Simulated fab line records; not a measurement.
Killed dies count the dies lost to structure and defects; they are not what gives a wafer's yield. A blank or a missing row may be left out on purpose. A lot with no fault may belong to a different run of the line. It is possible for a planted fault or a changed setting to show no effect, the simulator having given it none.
Which of the tools did it? + flow nand-harc + 24 lots, 72 wafers sampled, at 4 steps of a route of 1159

== WHAT THE GAUGES SHOWED, per wafer ==
NHARC_A_M0_CD_MEAS_09 targets a cd of 80 nm. Usual: cd-nm reads 80.1 nm (standard deviation 0.63).
| lot  | measured     | on        | cd-nm (nm)     | flag |
|------|--------------|-----------|----------------|------|
| L074 | day 17 18:51 | cd-sem-03 | 79.3 80.9 81.7 |      |
| L075 | day 18 02:04 | cd-sem-03 | 80.6 80.8 79.7 |      |
| L079 | day 18 06:36 | cd-sem-01 | 80.2 79.3 79.8 |      |
| L076 | day 18 06:24 | cd-sem-02 | 80.2 80.1 79.3 |      |
| L081 | day 18 17:22 | cd-sem-02 | 79.7 78.9 79.5 |      |
| L077 | day 18 18:13 | cd-sem-02 | 80.4 80.6 80.7 |      |
| L080 | day 19 02:52 | cd-sem-02 | 79.4 80.1 80.0 |      |
| L078 | day 19 03:41 | cd-sem-02 | 80.0 80.6 80.0 |      |
| L082 | day 19 22:03 | cd-sem-02 | 80.0 80.9 80.7 |      |
| L084 | day 20 02:53 | cd-sem-01 | 81.6 80.3 80.9 |      |
| L086 | day 20 03:19 | cd-sem-03 | 80.5 80.5 80.0 |      |
| L085 | day 20 07:47 | cd-sem-02 | 80.0 79.7 79.6 |      |
| L083 | day 20 08:29 | cd-sem-02 | 80.1 80.1 79.6 |      |
| L088 | day 20 17:28 | cd-sem-01 | 79.8 80.4 80.2 |      |
| L087 | day 21 12:46 | cd-sem-02 | 80.4 79.9 80.6 |      |
| L089 | day 21 13:52 | cd-sem-01 | 80.4 79.8 80.8 |      |
| L090 | day 21 18:23 | cd-sem-03 | 80.1 79.0 79.7 |      |
| L092 | day 22 11:01 | cd-sem-01 | 79.4 78.4 79.7 |      |
| L093 | day 22 11:23 | cd-sem-01 | 79.4 80.7 80.0 |      |
| L091 | day 22 11:32 | cd-sem-03 | 79.8 80.0 79.8 |      |
| L094 | day 22 16:53 | cd-sem-02 | 80.1 80.8 79.7 |      |
| L095 | day 23 03:08 | cd-sem-02 | 80.0 80.0 79.9 |      |
| L096 | day 23 07:29 | cd-sem-02 | 81.2 79.4 79.0 |      |
| L097 | day 23 15:19 | cd-sem-02 | 80.1 79.8 79.6 |      |

NHARC_A_M0_CD_MEAS_16. Usual: cd-nm reads 80.2 nm (standard deviation 0.74).
| lot  | measured     | on        | cd-nm (nm)     | flag |
|------|--------------|-----------|----------------|------|
| L074 | day 17 19:20 | cd-sem-02 | 80.1 81.9 81.3 |      |
| L075 | day 18 02:34 | cd-sem-02 | 80.9 80.8 81.1 |      |
| L079 | day 18 07:05 | cd-sem-03 | 81.0 80.2 79.3 |      |
| L076 | day 18 06:53 | cd-sem-02 | 79.2 79.9 79.2 |      |
| L081 | day 18 17:51 | cd-sem-02 | 80.7 79.5 80.0 |      |
| L077 | day 18 18:43 | cd-sem-02 | 80.6 80.5 80.6 |      |
| L080 | day 19 03:20 | cd-sem-03 | 80.4 80.0 79.8 |      |
| L078 | day 19 04:11 | cd-sem-02 | 80.4 80.7 80.4 |      |
| L082 | day 19 22:32 | cd-sem-01 | 80.1 80.1 80.6 |      |
| L084 | day 20 03:25 | cd-sem-01 | 81.5 80.7 81.1 |      |
| L086 | day 20 03:48 | cd-sem-01 | 80.8 81.1 79.9 |      |
| L085 | day 20 08:19 | cd-sem-03 | 79.6 79.4 80.6 |      |
| L083 | day 20 08:59 | cd-sem-01 | 79.8 80.4 79.5 |      |
| L088 | day 20 17:58 | cd-sem-01 | 80.5 79.9 79.4 |      |
| L087 | day 21 13:15 | cd-sem-02 | 80.4 80.1 79.4 |      |
| L089 | day 21 14:22 | cd-sem-02 | 80.7 79.7 79.9 |      |
| L090 | day 21 18:52 | cd-sem-02 | 79.4 79.7 79.8 |      |
| L092 | day 22 11:38 | cd-sem-02 | 80.1 78.4 79.9 |      |
| L093 | day 22 11:54 | cd-sem-02 | 80.2 80.9 79.8 |      |
| L091 | day 22 12:02 | cd-sem-01 | 81.1 80.8 80.1 |      |
| L094 | day 22 17:22 | cd-sem-03 | 80.2 80.0 80.8 |      |
| L095 | day 23 03:37 | cd-sem-02 | 80.2 80.4 80.1 |      |
| L096 | day 23 07:58 | cd-sem-01 | 81.7 79.7 79.3 |      |
| L097 | day 23 15:47 | cd-sem-03 | 81.4 79.5 79.7 |      |

== TOOL THAT RAN EACH LOT (tool first, then ch and the chambers of the sampled wafers, then the start) ==
| lot  | NHARC_A_CONTACT_CVD_19                   | NHARC_A_BLC_DEGAS_30         |
|------|------------------------------------------|------------------------------|
| L074 | cvd-w-02 ch 0,1, day 17 16:29 or earlier | pvd-sputter-01, day 17 16:29 |
| L075 | cvd-w-02 ch 0,1, day 17 18:36 or earlier | pvd-sputter-02, day 17 18:36 |
| L079 | cvd-w-01 ch 0,1, day 18 04:17 or earlier | pvd-sputter-02, day 18 04:17 |
| L076 | cvd-w-02 ch 0,1, day 18 04:07 or earlier | pvd-sputter-01, day 18 04:07 |
| L081 | cvd-w-02 ch 0,1, day 18 12:11 or earlier | pvd-sputter-01, day 18 12:11 |
| L077 | cvd-w-02 ch 0,1, day 18 14:24 or earlier | pvd-sputter-01, day 18 14:24 |
| L080 | cvd-w-02 ch 0, day 18 18:22 or earlier   | pvd-sputter-01, day 18 18:22 |
| L078 | cvd-w-02 ch 0,1, day 18 19:16 or earlier | pvd-sputter-02, day 18 19:16 |
| L082 | cvd-w-01 ch 0,1, day 19 18:31 or earlier | pvd-sputter-01, day 19 18:31 |
| L084 | cvd-w-02 ch 0,1, day 20 00:34 or earlier | pvd-sputter-02, day 20 00:34 |
| L086 | cvd-w-01 ch 0,1, day 20 00:53 or earlier | pvd-sputter-02, day 20 00:53 |
| L085 | cvd-w-01 ch 0,1, day 20 05:26 or earlier | pvd-sputter-02, day 20 05:26 |
| L083 | cvd-w-01 ch 0,1, day 20 06:17 or earlier | pvd-sputter-02, day 20 06:17 |
| L088 | cvd-w-02 ch 1, day 20 13:56 or earlier   | pvd-sputter-01, day 20 13:56 |
| L087 | cvd-w-01 ch 0,1, day 21 02:19 or earlier | pvd-sputter-03, day 21 02:19 |
| L089 | cvd-w-02 ch 0,1, day 21 03:03 or earlier | pvd-sputter-02, day 21 03:03 |
| L090 | cvd-w-02 ch 0,1, day 21 16:04 or earlier | pvd-sputter-02, day 21 16:04 |
| L092 | cvd-w-01 ch 0,1, day 22 02:59 or earlier | pvd-sputter-03, day 22 02:59 |
| L093 | cvd-w-02 ch 0,1, day 22 04:48 or earlier | pvd-sputter-02, day 22 04:48 |
| L091 | cvd-w-02 ch 0,1, day 22 05:35 or earlier | pvd-sputter-01, day 22 05:35 |
| L094 | cvd-w-02 ch 0,1, day 22 12:12 or earlier | pvd-sputter-02, day 22 12:12 |
| L095 | cvd-w-02 ch 0,1, day 23 00:52 or earlier | pvd-sputter-01, day 23 00:52 |
| L096 | cvd-w-02 ch 0,1, day 23 04:11 or earlier | pvd-sputter-01, day 23 04:11 |
| L097 | cvd-w-01 ch 0,1, day 23 09:13 or earlier | pvd-sputter-03, day 23 09:13 |
- NHARC_A_CONTACT_CVD_19: deposits W, target thk 300 nm, time 802 s.
- NHARC_A_BLC_DEGAS_30: time 60 s.

== WHAT THE TOOLS THEMSELVES READ (means of the sampled wafers that have a number; where no wafer has one, the mark that the record gives instead) ==
NHARC_A_CONTACT_CVD_19. Usual: heater-power-w 484 W, standard deviation 77; throttle-valve-pct 7.94 %, standard deviation 0.17.
| lot  | tool     | heater-power-w (W) | throttle-valve-pct (%) | flag |
|------|----------|--------------------|------------------------|------|
| L074 | cvd-w-02 | 440                | 7.84                   |      |
| L075 | cvd-w-02 | 483                | 7.85                   |      |
| L079 | cvd-w-01 | 563                | 7.87                   |      |
| L076 | cvd-w-02 | 430                | 7.99                   |      |
| L081 | cvd-w-02 | 470                | 8.03                   |      |
| L077 | cvd-w-02 | 478                | 7.99                   |      |
| L080 | cvd-w-02 | 394                | 7.81                   |      |
| L078 | cvd-w-02 | 429                | 7.94                   |      |
| L082 | cvd-w-01 | 561                | 7.96                   |      |
| L084 | cvd-w-02 | 442                | 7.74                   |      |
| L086 | cvd-w-01 | 567                | 8.06                   |      |
| L085 | cvd-w-01 | 560                | 7.96                   |      |
| L083 | cvd-w-01 | 560                | 8.07                   |      |
| L088 | cvd-w-02 | 516                | 8.02                   |      |
| L087 | cvd-w-01 | 515                | 8.02                   |      |
| L089 | cvd-w-02 | 437                | 7.93                   |      |
| L090 | cvd-w-02 | 431                | 7.82                   |      |
| L092 | cvd-w-01 | 554                | 7.94                   |      |
| L093 | cvd-w-02 | 439                | 7.97                   |      |
| L091 | cvd-w-02 | 483                | 7.96                   |      |
| L094 | cvd-w-02 | 437                | 7.94                   |      |
| L095 | cvd-w-02 | 430                | 8.09                   |      |
| L096 | cvd-w-02 | 474                | 8.01                   |      |
| L097 | cvd-w-01 | 514                | 7.76                   |      |

NHARC_A_BLC_DEGAS_30. Usual: heater-power-w reads 457 W (standard deviation 61).
| lot  | tool           | heater-power-w (W) | flag |
|------|----------------|--------------------|------|
| L074 | pvd-sputter-01 | 479                |      |
| L075 | pvd-sputter-02 | 427                |      |
| L079 | pvd-sputter-02 | 429                |      |
| L076 | pvd-sputter-01 | 470                |      |
| L081 | pvd-sputter-01 | 476                |      |
| L077 | pvd-sputter-01 | 508                |      |
| L080 | pvd-sputter-01 | 502                |      |
| L078 | pvd-sputter-02 | 434                |      |
| L082 | pvd-sputter-01 | 504                |      |
| L084 | pvd-sputter-02 | 433                |      |
| L086 | pvd-sputter-02 | 447                |      |
| L085 | pvd-sputter-02 | 434                |      |
| L083 | pvd-sputter-02 | 465                |      |
| L088 | pvd-sputter-01 | 473                |      |
| L087 | pvd-sputter-03 | 518                |      |
| L089 | pvd-sputter-02 | 388                |      |
| L090 | pvd-sputter-02 | 397                |      |
| L092 | pvd-sputter-03 | 468                |      |
| L093 | pvd-sputter-02 | 427                |      |
| L091 | pvd-sputter-01 | 503                |      |
| L094 | pvd-sputter-02 | 454                |      |
| L095 | pvd-sputter-01 | 505                |      |
| L096 | pvd-sputter-01 | 504                |      |
| L097 | pvd-sputter-03 | 512                |      |

== THE ANSWER, worked out from the rows above alone ==
Rule: a lot is off if the mean of its wafers that have a number lies more than 3 standard deviations from the usual mean. Also off: a lot with no number at a reading for which 4 or more lots have one. Where the step has rows for the other lots, those lots are counted as sound. Order of review: gauges by route order, followed by the tools' own readings, for which a lot's mean as printed above is used. At the first step where some lot is off, the reading lying furthest off is the one used; lots without a number count as furthest.
No lot is off at any reading shown: from this, nothing can be told.

== WHAT THE SIMULATOR HAD INSERTED ==
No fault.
